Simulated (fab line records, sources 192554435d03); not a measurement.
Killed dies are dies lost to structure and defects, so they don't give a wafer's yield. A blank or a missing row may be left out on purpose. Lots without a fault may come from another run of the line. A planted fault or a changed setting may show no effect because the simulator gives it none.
Chamber matching | flow n5_finfet | N5_FIN_CUT_CUT_ETCH_26 on rie_diel-04: 4 sister chambers
The step etches SiNx in CH3F/O2, target depth 39 nm, time 55.7 s. 8 wafers are shown with their chamber, then 7 later ones without.

WAFERS WITH THEIR CHAMBER
wafer  | chamber | drypump_motor_current_A (A) | showerhead_plenum_p_Torr (Torr)
L075.3 | 0       | 5.4                         | 2.08
L084.5 | 2       | 6.4                         | 1.97
L084.6 | 3       | 6.8                         | 1.95
L086.1 | 3       | 6.7                         | 1.95
L086.3 | 1       | 4.7                         | 2.09
L086.5 | 1       | 4.7                         | 2.09
L087.3 | 2       | 6.5                         | 1.97
L087.4 | 0       | 5.3                         | 2.07

WAFERS WITHOUT THEIR CHAMBER
wafer  | drypump_motor_current_A (A) | showerhead_plenum_p_Torr (Torr)
L087.6 | 4.7                         | 2.09
L090.1 | 4.7                         | 2.09
L090.3 | 5.4                         | 2.07
L090.5 | 4.7                         | 2.09
L094.1 | 6.5                         | 1.97
L094.4 | 6.8                         | 1.95
L094.6 | 5.4                         | 2.06

WHICH CHAMBER EACH WENT THROUGH
wafer  | from the rows above | in truth
L087.6 | 1                   | 1
L090.1 | 1                   | 1
L090.3 | 0                   | 0
L090.5 | 1                   | 1
L094.1 | 2                   | 2
L094.4 | 3                   | 3
L094.6 | 0                   | 0
Placed correctly: 7 of 7. Can't be placed from these rows: 0. Placed wrongly: 0.
How it was worked out, from the rows above alone: a wafer's distance from a chamber is the root of the sum, over the readings, of the square of ((its reading less the chamber's mean) divided by the reading's scatter). The wafer belongs to the nearest chamber; if the next one is less than 2 further off, it can't be placed. A chamber's mean is the mean of its shown wafers. The scatter: the root of (the sum of the squares of (reading less its chamber's mean) over the shown wafers, divided by (wafers less chambers)).
